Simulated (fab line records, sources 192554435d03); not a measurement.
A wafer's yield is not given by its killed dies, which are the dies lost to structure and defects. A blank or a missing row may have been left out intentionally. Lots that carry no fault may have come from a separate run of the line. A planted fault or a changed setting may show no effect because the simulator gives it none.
Which tool was responsible? -- flow n5Finfet -- 24 lots, 72 wafers sampled, at 6 steps of a route of 1938

WHAT THE GAUGES READ, wafer by wafer
The record lacks any reading of a measuring or inspecting step that a usual standard deviation could be used to judge.

EACH LOT AND THE TOOL THAT RAN IT (in order: tool; ch and the chambers of the sampled wafers; start)
lot,N5_BEOL_M2_PRE_CLEAN_45,N5_BEOL_M2_SPUTTER_86,N5_BEOL_M2_SPUTTER_88,N5_BEOL_M2_ANNEAL_51,N5_BEOL_M3_PECVD_72,N5_BEOL_M3_HM_DEP_02
L074,"pvdSputter-02, day 7 17:52","pvdSputter-02, day 7 19:07","pvdSputter-02, day 7 19:20","rtpAnneal-01 ch 0, day 7 20:25","pecvd-01 ch 1,2, day 7 21:26","pvdSputter-01, day 7 21:50"
L075,"pvdSputter-02, day 8 00:26","pvdSputter-03, day 8 02:29","pvdSputter-03, day 8 02:42","rtpAnneal-02 ch 0, day 8 03:55","pecvd-02 ch 0,2, day 8 05:05","pvdSputter-02, day 8 06:54"
L076,"pvdSputter-01, day 8 04:11","pvdSputter-02, day 8 05:30","pvdSputter-02, day 8 05:43","rtpAnneal-01 ch 0, day 8 06:50","pecvd-03 ch 0,1, day 8 07:50","pvdSputter-01, day 8 08:35"
L077,"pvdSputter-02, day 8 04:12","pvdSputter-03, day 8 05:37","pvdSputter-03, day 8 05:50","rtpAnneal-02 ch 0, day 8 06:59","pecvd-02 ch 0,2, day 8 07:58","pvdSputter-03, day 8 09:01"
L078,"pvdSputter-01, day 8 08:43","pvdSputter-03, day 8 10:14","pvdSputter-03, day 8 10:28","rtpAnneal-01 ch 0, day 8 11:32","pecvd-02 ch 0,1,2, day 8 12:35","pvdSputter-03, day 8 13:24"
L080,"pvdSputter-03, day 8 13:11","pvdSputter-03, day 8 14:32","pvdSputter-03, day 8 14:46","rtpAnneal-02 ch 0, day 8 15:50","pecvd-02 ch 0,1, day 8 16:52","pvdSputter-03, day 8 17:52"
L079,"pvdSputter-01, day 8 14:11","pvdSputter-01, day 8 15:49","pvdSputter-01, day 8 16:02","rtpAnneal-01 ch 0, day 8 17:09","pecvd-03 ch 1,2, day 8 18:10","pvdSputter-03, day 8 18:28"
L081,"pvdSputter-03, day 8 18:41","pvdSputter-01, day 8 20:11","pvdSputter-01, day 8 20:25","rtpAnneal-01 ch 0, day 8 21:29","pecvd-03 ch 0,1,2, day 8 22:33","pvdSputter-03, day 9 00:16"
L082,"pvdSputter-01, day 9 02:38","pvdSputter-01, day 9 04:01","pvdSputter-01, day 9 04:14","rtpAnneal-02 ch 0, day 9 05:19","pecvd-01 ch 0,1, day 9 06:20","pvdSputter-03, day 9 06:46"
L083,"pvdSputter-02, day 10 00:26","pvdSputter-02, day 10 01:50","pvdSputter-02, day 10 02:04","rtpAnneal-01 ch 0, day 10 03:08","pecvd-03 ch 0,1,2, day 10 04:21","pvdSputter-01, day 10 05:18"
L084,"pvdSputter-01, day 10 07:54","pvdSputter-01, day 10 09:08","pvdSputter-01, day 10 09:22","rtpAnneal-02 ch 0, day 10 10:31","pecvd-03 ch 1,2, day 10 11:30","pvdSputter-01, day 10 12:10"
L087,"pvdSputter-03, day 10 19:15","pvdSputter-03, day 10 20:39","pvdSputter-03, day 10 20:52","rtpAnneal-01 ch 0, day 10 21:59","pecvd-03 ch 0,1, day 10 23:00","pvdSputter-03, day 11 00:02"
L085,"pvdSputter-02, day 10 19:20","pvdSputter-02, day 10 20:47","pvdSputter-02, day 10 21:00","rtpAnneal-01 ch 0, day 10 22:20","pecvd-03 ch 0,1, day 10 23:17","pvdSputter-03, day 11 00:09"
L086,"pvdSputter-02, day 10 19:25","pvdSputter-01, day 10 20:55","pvdSputter-01, day 10 21:08","rtpAnneal-02 ch 0, day 10 22:17","pecvd-01 ch 1,2, day 10 23:26","pvdSputter-01, day 11 00:09"
L089,"pvdSputter-02, day 11 08:24","pvdSputter-02, day 11 09:37","pvdSputter-02, day 11 09:50","rtpAnneal-01 ch 0, day 11 10:58","pecvd-03 ch 0,1,2, day 11 11:56","pvdSputter-03, day 11 12:40"
L088,"pvdSputter-03, day 11 12:18","pvdSputter-02, day 11 13:43","pvdSputter-02, day 11 13:56","rtpAnneal-02 ch 0, day 11 15:07","pecvd-03 ch 0,1,2, day 11 16:02","pvdSputter-03, day 11 16:49"
L090,"pvdSputter-01, day 11 17:08","pvdSputter-03, day 11 18:34","pvdSputter-03, day 11 18:47","rtpAnneal-01 ch 0, day 11 19:52","pecvd-01 ch 0,1,2, day 11 20:53","pvdSputter-01, day 11 23:11"
L091,"pvdSputter-01, day 11 17:23","pvdSputter-03, day 11 20:24","pvdSputter-03, day 11 20:37","rtpAnneal-01 ch 0, day 11 21:43","pecvd-02 ch 0,1, day 11 22:44","pvdSputter-01, day 11 23:36"
L092,"pvdSputter-01, day 11 23:59","pvdSputter-01, day 12 01:27","pvdSputter-01, day 12 01:40","rtpAnneal-01 ch 0, day 12 02:47","pecvd-01 ch 0,1, day 12 03:49","pvdSputter-02, day 12 04:07"
L093,"pvdSputter-03, day 12 00:02","pvdSputter-03, day 12 03:01","pvdSputter-03, day 12 03:14","rtpAnneal-02 ch 0, day 12 04:25","pecvd-02 ch 1,2, day 12 05:40","pvdSputter-02, day 12 06:41"
L094,"pvdSputter-03, day 12 09:18","pvdSputter-03, day 12 10:44","pvdSputter-03, day 12 10:58","rtpAnneal-01 ch 0, day 12 12:07","pecvd-01 ch 0,1, day 12 13:03","pvdSputter-02, day 12 14:28"
L095,"pvdSputter-01, day 12 11:38","pvdSputter-02, day 12 12:52","pvdSputter-02, day 12 13:05","rtpAnneal-01 ch 0, day 12 14:15","pecvd-03 ch 0,1,2, day 12 15:28","pvdSputter-02, day 12 17:02"
L096,"pvdSputter-02, day 12 23:55","pvdSputter-01, day 13 02:58","pvdSputter-01, day 13 03:11","rtpAnneal-01 ch 0, day 13 04:27","pecvd-02 ch 1,2, day 13 05:34","pvdSputter-01, day 13 05:50"
L097,"pvdSputter-01, day 13 08:13","pvdSputter-03, day 13 09:26","pvdSputter-03, day 13 09:40","rtpAnneal-02 ch 0, day 13 10:48","pecvd-01 ch 0,1, day 13 11:49","pvdSputter-01, day 13 13:58"
- N5_BEOL_M2_PRE_CLEAN_45: time 30 s.
- N5_BEOL_M2_SPUTTER_86: material Cu, target thk 4.5 nm, time 8.29 s.
- N5_BEOL_M2_SPUTTER_88: material Cu, target thk 4.5 nm, time 8.29 s.
- N5_BEOL_M2_ANNEAL_51: time 90 s.
- N5_BEOL_M3_PECVD_72: deposits SiO2 from TEOS/O2, target thk 16 nm, time 18 s.
- N5_BEOL_M3_HM_DEP_02: deposits TiN, target thk 20 nm.

AS READ BY THE TOOLS THEMSELVES (means over the sampled wafers that have a number; for cases with no such wafer, the mark the record gives instead)
N5_BEOL_M2_PRE_CLEAN_45. Usual: heaterPowerW reads 338 W (standard deviation 20).
lot,tool,heaterPowerW (W),flag
L074,pvdSputter-02,339,
L075,pvdSputter-02,342,
L076,pvdSputter-01,320,
L077,pvdSputter-02,324,
L078,pvdSputter-01,339,
L080,pvdSputter-03,357,
L079,pvdSputter-01,328,
L081,pvdSputter-03,338,
L082,pvdSputter-01,336,
L083,pvdSputter-02,327,
L084,pvdSputter-01,321,
L087,pvdSputter-03,331,
L085,pvdSputter-02,346,
L086,pvdSputter-02,315,
L089,pvdSputter-02,340,
L088,pvdSputter-03,336,
L090,pvdSputter-01,334,
L091,pvdSputter-01,329,
L092,pvdSputter-01,326,
L093,pvdSputter-03,319,
L094,pvdSputter-03,341,
L095,pvdSputter-01,341,
L096,pvdSputter-02,341,
L097,pvdSputter-01,329,

N5_BEOL_M2_SPUTTER_86. Usual: throttleValvePct reads 29.9 % (standard deviation 1.1).
lot,tool,throttleValvePct (%),flag
L074,pvdSputter-02,28.9,
L075,pvdSputter-03,28.9,
L076,pvdSputter-02,29.3,
L077,pvdSputter-03,29.5,
L078,pvdSputter-03,29.5,
L080,pvdSputter-03,29.8,
L079,pvdSputter-01,30.9,
L081,pvdSputter-01,31.3,
L082,pvdSputter-01,31.2,
L083,pvdSputter-02,29.1,
L084,pvdSputter-01,31.2,
L087,pvdSputter-03,29.6,
L085,pvdSputter-02,28.8,
L086,pvdSputter-01,31.6,
L089,pvdSputter-02,29.0,
L088,pvdSputter-02,29.7,
L090,pvdSputter-03,29.4,
L091,pvdSputter-03,28.8,
L092,pvdSputter-01,31.4,
L093,pvdSputter-03,29.9,
L094,pvdSputter-03,30.2,
L095,pvdSputter-02,29.4,
L096,pvdSputter-01,31.5,
L097,pvdSputter-03,29.4,

N5_BEOL_M2_SPUTTER_88. Usual: throttleValvePct reads 30.0 % (standard deviation 1.1).
lot,tool,throttleValvePct (%),flag
L074,pvdSputter-02,28.8,
L075,pvdSputter-03,28.7,
L076,pvdSputter-02,29.4,
L077,pvdSputter-03,29.5,
L078,pvdSputter-03,29.6,
L080,pvdSputter-03,29.5,
L079,pvdSputter-01,31.0,
L081,pvdSputter-01,31.1,
L082,pvdSputter-01,31.3,
L083,pvdSputter-02,29.1,
L084,pvdSputter-01,31.1,
L087,pvdSputter-03,29.7,
L085,pvdSputter-02,28.8,
L086,pvdSputter-01,31.6,
L089,pvdSputter-02,28.9,
L088,pvdSputter-02,29.7,
L090,pvdSputter-03,29.6,
L091,pvdSputter-03,28.9,
L092,pvdSputter-01,31.5,
L093,pvdSputter-03,29.9,
L094,pvdSputter-03,30.1,
L095,pvdSputter-02,29.5,
L096,pvdSputter-01,31.4,
L097,pvdSputter-03,29.6,

N5_BEOL_M2_ANNEAL_51. Usual: wafer_temp_C_max reads 226.02 (standard deviation 0.26).
lot,tool,wafer_temp_C_max,flag
L074,rtpAnneal-01,225.99,
L075,rtpAnneal-02,225.95,
L076,rtpAnneal-01,226.17,
L077,rtpAnneal-02,226.20,
L078,rtpAnneal-01,225.93,
L080,rtpAnneal-02,226.18,
L079,rtpAnneal-01,226.02,
L081,rtpAnneal-01,226.37,
L082,rtpAnneal-02,225.92,
L083,rtpAnneal-01,225.76,
L084,rtpAnneal-02,226.21,
L087,rtpAnneal-01,225.93,
L085,rtpAnneal-01,225.87,
L086,rtpAnneal-02,226.34,
L089,rtpAnneal-01,225.96,
L088,rtpAnneal-02,226.08,
L090,rtpAnneal-01,226.08,
L091,rtpAnneal-01,226.21,
L092,rtpAnneal-01,225.70,
L093,rtpAnneal-02,225.94,
L094,rtpAnneal-01,225.92,
L095,rtpAnneal-01,225.95,
L096,rtpAnneal-01,225.77,
L097,rtpAnneal-02,226.43,

N5_BEOL_M3_PECVD_72. Usual: heaterPowerW 814 W, standard deviation 130; showerheadPlenumPTorr 8.81 Torr, standard deviation 0.088; throttleValvePct 22.6 %, standard deviation 2.1.
lot,tool,heaterPowerW (W),showerheadPlenumPTorr (Torr),throttleValvePct (%),flag
L074,pecvd-01,762,8.83,22.2,
L075,pecvd-02,907,8.69,23.2,
L076,pecvd-03,715,8.85,24.8,
L077,pecvd-02,872,8.67,23.2,
L078,pecvd-02,780,8.72,22.6,
L080,pecvd-02,776,8.77,22.1,
L079,pecvd-03,831,8.90,21.2,
L081,pecvd-03,838,8.85,23.7,
L082,pecvd-01,707,8.89,21.6,
L083,pecvd-03,811,8.85,23.6,
L084,pecvd-03,868,8.90,21.4,
L087,pecvd-03,804,8.85,24.7,
L085,pecvd-03,803,8.80,25.9,
L086,pecvd-01,777,8.81,22.1,
L089,pecvd-03,872,8.86,23.9,
L088,pecvd-03,828,8.84,23.7,
L090,pecvd-01,838,8.83,21.6,
L091,pecvd-02,762,8.72,21.6,
L092,pecvd-01,711,8.88,21.7,
L093,pecvd-02,888,8.72,22.4,
L094,pecvd-01,689,8.90,21.7,
L095,pecvd-03,831,8.85,23.8,
L096,pecvd-02,880,8.71,22.6,
L097,pecvd-01,642,8.87,22.1,

N5_BEOL_M3_HM_DEP_02. Usual: throttleValvePct reads 30.1 % (standard deviation 1.1).
lot,tool,throttleValvePct (%),flag
L074,pvdSputter-01,31.2,
L075,pvdSputter-02,29.4,
L076,pvdSputter-01,31.5,
L077,pvdSputter-03,29.7,
L078,pvdSputter-03,30.0,
L080,pvdSputter-03,29.4,
L079,pvdSputter-03,28.9,
L081,pvdSputter-03,29.2,
L082,pvdSputter-03,29.5,
L083,pvdSputter-01,31.6,
L084,pvdSputter-01,31.5,
L087,pvdSputter-03,29.5,
L085,pvdSputter-03,29.9,
L086,pvdSputter-01,31.1,
L089,pvdSputter-03,29.6,
L088,pvdSputter-03,29.6,
L090,pvdSputter-01,31.6,
L091,pvdSputter-01,31.5,
L092,pvdSputter-02,29.6,
L093,pvdSputter-02,28.8,
L094,pvdSputter-02,29.1,
L095,pvdSputter-02,30.1,
L096,pvdSputter-01,31.6,
L097,pvdSputter-01,31.2,

THE ANSWER, worked out from the rows above alone
Rule: a lot counts as off when the mean over its wafers that have a number is more than 3 standard deviations away from the usual mean. Also off: a lot with no number at a reading for which 4 or more lots have one. All remaining lots with rows at the step are treated as sound. Order of review: gauges by route order, followed by the tools' own readings, for which a lot's mean as printed above is used. At the first step where some lot is off, the reading lying furthest off is the one used; lots without a number count as furthest.
No lot is off at any reading shown: from this, nothing can be told.

WHAT THE SIMULATOR HAD PUT IN
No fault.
